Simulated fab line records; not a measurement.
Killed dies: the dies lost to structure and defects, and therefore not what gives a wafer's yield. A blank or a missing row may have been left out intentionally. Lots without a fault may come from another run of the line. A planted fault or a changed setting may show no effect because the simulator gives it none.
A lot that was struck, set against a sound lot + flow nand harc + 15 steps out of a route of 1302
Sound: wafers L414.1, L414.4, L414.6. Struck: wafer L434.4. (L434.3, L434.5 of the same lot were not struck and are left out.) The cause comes at the end.
Per side, at each step with rows, come the tool, then ch with its chambers, and then its first start. Under that, the readings that differ: sound wafers + struck wafers + difference of the means + sigmas: that difference in standard deviations of wafers without a fault.
alike: a reading whose means differ by less than 2 such deviations, as well as words and numbers matching on both sides. not compared: withheld readings; readings where some wafer has no value; bounds like >300 that might hide an equal value; numbers whose values overlap and for which the record gives no deviation.
The two part at a step that has a row with sigmas, a row that says differs or no value, or rows on one side only. Non-overlapping numbers with no deviation appear without sigmas and do not part them. Lack of a reading on every wafer of one side parts them only where that side has two or more wafers.

NHARC_A_SGD_CUT_INSPECT_11:
  sound: defect inspect-02 at day 19 04:36; struck: defect inspect-02 at day 27 10:11
  alike: raw defect count
NHARC_A_SGD_CUT_DESCUM_14: chemistry O2, time 3 s.
  sound on rie diel-03 ch 0,3, day 19 04:40; struck on rie diel-10 ch 2, day 27 10:14
  alike: drypump motor current A, oes product au, rf vpp V, showerhead plenum p Torr, throttle valve pct
  not compared: rf hours counter h
then, 1 step without rows for these wafers: NHARC_A_SGD_CUT_ETCH_58 (etches the open film in CF4, target depth 39 nm, time 65 s).
NHARC_A_SGD_CUT_ETCH_59: etches the open film in N2/H2, target depth 260 nm, time 406.25 s.
  sound on rie diel-03 ch 0,1,3; struck on rie diel-10 ch 1
  alike: drypump motor current A, oes product au, rf vpp V, showerhead plenum p Torr, throttle valve pct
  not compared: rf hours counter h
NHARC_A_SGD_CUT_ETCH_15: etches the open film in CH3F/O2, target depth 75 nm, time 64.3 s.
  sound on rie diel-03 ch 1,2,3; struck on rie diel-10 ch 0
| reading                         | sound          | struck | difference | sigmas |
|---------------------------------|----------------|--------|------------|--------|
| showerhead plenum p Torr (Torr) | 2.48 2.54 2.51 | 2.30   | -0.21      | -3     |
  alike: drypump motor current A, oes product au, rf vpp V, throttle valve pct
  not compared: rf hours counter h
NHARC_A_SGD_CUT_ETCH_16: etches the open film in C4F8/O2/Ar, target depth 310.5 nm, time 155.2 s.
  sound on rie diel-03 ch 0,2; struck on rie diel-10 ch 3
  alike: oes product au, rf vpp V
  not compared: rf hours counter h
then, 1 step without rows for these wafers: NHARC_A_SGD_CUT_STRIP_60 (strips in C4F8/O2/Ar).
NHARC_A_SGD_CUT_STRIP_17: strips in O2.
  sound on rie diel-03 ch 0,3; struck on rie diel-10 ch 2
  alike: drypump motor current A, oes product au, rf vpp V, showerhead plenum p Torr, throttle valve pct
  not compared: rf hours counter h
then, 4 steps without rows for these wafers: NHARC_A_SGD_CUT_PRECLEAN_18 (cleans in SC1); NHARC_A_SGD_CUT_SRD_19; NHARC_A_SGD_CUT_DEP_20 (deposits SiO2, target thk 150 nm); NHARC_A_SGD_CUT_ANNEAL_27 (time 1800 s).
NHARC_A_SGD_CUT_CMP_21: polishes, target thk 148.19 nm.
  sound on cmp-03 ch 1,3, day 19 14:38; struck on cmp-03 ch 2, day 27 16:57
| reading                | sound    | struck | difference | sigmas |
|------------------------|----------|--------|------------|--------|
| time to endpoint s (s) | 55 49 53 | 25     | -27        | -7     |
  alike: motor current A
NHARC_A_SGD_CUT_THK_MEAS_22: measures by ellipsometry.
  sound: film metro-02 at day 19 14:53; struck: film metro-02 at day 27 17:10
  alike: thk nm
NHARC_END_SORT_01:
  the record has rows for the sound wafers here (prober-01 ch 0, day 24 14:35) and none for the struck ones

WHERE THEY PART
At NHARC_A_SGD_CUT_ETCH_15 first; at NHARC_END_SORT_01 last (within this record only).

WHY: what the simulator had put in
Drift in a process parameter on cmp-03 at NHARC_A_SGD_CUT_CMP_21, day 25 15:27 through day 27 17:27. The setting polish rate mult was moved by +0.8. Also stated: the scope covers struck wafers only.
